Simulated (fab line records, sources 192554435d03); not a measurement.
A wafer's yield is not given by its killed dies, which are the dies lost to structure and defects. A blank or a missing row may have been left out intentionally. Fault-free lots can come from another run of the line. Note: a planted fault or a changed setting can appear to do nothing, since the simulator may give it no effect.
A struck lot beside a sound one    flow n5-finfet    15 out of 1938 route steps
Sound: these wafers, L952.2, L952.4, L952.5. Struck: wafer L972.6 (left out: L972.4, L972.5 of the same lot, which were not struck); the cause appears at the end.
Order at every step that has rows: each side's tool, ch and its chambers, its first start. Under that, the readings that differ: sound wafers    struck wafers    difference of the means    sigmas: that difference in standard deviations of wafers without a fault.
alike: readings whose means differ by less than 2 such deviations, and words and numbers that are the same on both sides. not compared: withheld readings, readings that some wafer has no value for, bounds like >300 that may hide the same value, and numbers for which the record gives no deviation and whose values overlap.
Wherever a step has rows on one side only, a row that says differs or no value, or a row with sigmas, the two part there. Numbers that have no deviation but don't overlap get no sigmas and don't part them. Lack of a reading on every wafer of one side parts them only where that side has two or more wafers.

N5_MOL_CONTACT_COAG_CD_MEAS_08: the cd target is 28 nm.
  sound on cd-sem-01 ch 0, day 5 10:19; struck on cd-sem-03 ch 0, day 10 13:12
  alike: cd-nm
N5_MOL_CONTACT_COAG_OVL_MEAS_09:
  sound on overlay-02 ch 0, day 5 10:20; struck on overlay-01 ch 0, day 10 13:15
reading      sound           struck  difference  sigmas
CA_OVL (nm)  -1.4 -0.1 -0.4  0.7     +1.3        +2
N5_MOL_CONTACT_COAG_INSPECT_10: inspects for defects (brightfield).
  sound on defect-inspect-01 at day 5 10:23; struck on defect-inspect-02 at day 10 13:17
  alike: raw-defect-count
then, 1 step without rows for these wafers: N5_MOL_CONTACT_COAG_DESCUM_13 (chemistry O2, time 7 s).
N5_MOL_CONTACT_COAG_ETCH_59: etches underlayer in N2/H2, target depth 13 nm, time 10.4 s.
  sound on rie-diel-03 ch 1,2,3, day 5 11:23; struck on rie-diel-03 ch 3, day 10 13:22
  alike: drypump-motor-current-A, etch-rf-on-time-s, oes-product-au, rf-vpp-V, showerhead-plenum-p-Torr, throttle-valve-pct
  not compared: rf-hours-counter-h
N5_MOL_CONTACT_COAG_ETCH_105: etches SiARC in CF4, target depth 15.6 nm, time 26 s.
  sound on rie-diel-03 ch 1,2,3, day 5 11:24; struck on rie-diel-03 ch 3, day 10 13:23
  alike: drypump-motor-current-A, etch-rf-on-time-s, oes-product-au, rf-vpp-V, showerhead-plenum-p-Torr, throttle-valve-pct
  not compared: rf-hours-counter-h
N5_MOL_CONTACT_COAG_ETCH_106: etches SOC in N2/H2, target depth 80 nm, overetch 16 nm, time 120 s.
  sound on rie-diel-03 ch 1,2,3, day 5 11:26; struck on rie-diel-03 ch 3, day 10 13:25
  alike: drypump-motor-current-A, oes-product-au, rf-vpp-V, showerhead-plenum-p-Torr, throttle-valve-pct
  not compared: rf-hours-counter-h
then, 4 steps without rows for these wafers: N5_MOL_CONTACT_COAG_STRIP_107 (strips in N2/H2); N5_MOL_CONTACT_COAG_STRIP_108 (strips in N2/H2); N5_MOL_CONTACT_COAG_CONTACT_ETCH_14 (etches SiO2 in C4F6/O2, target depth 27.5 nm, overetch 8.5 nm, time 20 s); N5_MOL_CONTACT_COAG_STRIP_109 (strips in C4F6/O2).
N5_MOL_CONTACT_COAG_ETCH_15: etches SiNx in CH3F/O2, stops on Si:P, target depth 7 nm.
  sound on rie-diel-03 ch 1,2,3, day 5 11:34; struck on rie-diel-03 ch 3, day 10 13:32
  alike: drypump-motor-current-A, oes-product-au, rf-vpp-V, showerhead-plenum-p-Torr, throttle-valve-pct
  not compared: rf-hours-counter-h
N5_MOL_CONTACT_COAG_ETCH_110: etches Si in CF4/O2, target depth 2.5 nm, time 8 s.
  sound on rie-diel-03 ch 1,2,3, day 5 11:37; struck on rie-diel-03 ch 3, day 10 13:36
reading                                             sound             struck  difference  sigmas
oes-product-au (a.u.)                               0.76 0.74 0.91    1.11    +0.31       +3
model.etch.depth-nm (nm)                            2.51 2.612 2.666  4.029   +1.433      
model.SiGe-B_of_SD_EPI_P_EPI_21.thk-nm (nm)         57.2 57 57.4      56.8    -0.4        
model.SOC_of_MOL_CONTACT_COAG_COAT_103.thk-nm (nm)  73.6 73.4 73.6    73      -1          
  alike: drypump-motor-current-A, rf-vpp-V, showerhead-plenum-p-Torr, throttle-valve-pct
  not compared: rf-hours-counter-h
N5_MOL_CONTACT_COAG_STRIP_98: strips in N2/H2.
  sound on rie-diel-03 ch 1,2,3, day 5 11:40; struck on rie-diel-03 ch 3, day 10 13:39
  alike: drypump-motor-current-A, oes-product-au, rf-vpp-V, showerhead-plenum-p-Torr, throttle-valve-pct
  not compared: rf-hours-counter-h
-- record jumps: 4 days separate the struck wafers' starts on either side; left off in module MOL_CONTACT_COAG, taken up again in module BEOL_M4, whose first shown step is the route's number 1111 --
N5_BEOL_M4_RC_MEAS_101:
  sound on prober-01 ch 0, day 9 06:07; struck on prober-01 ch 0, day 14 15:46
  alike: DIBL_N, DIBL_P, IOFF_N, IOFF_P, ION_N, ION_P, SS_N, SS_P, VT_N, VT_P

## WHERE THEY PART
First at N5_MOL_CONTACT_COAG_OVL_MEAS_09; last, within this record, at N5_MOL_CONTACT_COAG_ETCH_110. Later steps at which nothing parts them and some readings are alike: N5_MOL_CONTACT_COAG_STRIP_98, N5_BEOL_M4_RC_MEAS_101.

WHY: the cause the simulator had injected
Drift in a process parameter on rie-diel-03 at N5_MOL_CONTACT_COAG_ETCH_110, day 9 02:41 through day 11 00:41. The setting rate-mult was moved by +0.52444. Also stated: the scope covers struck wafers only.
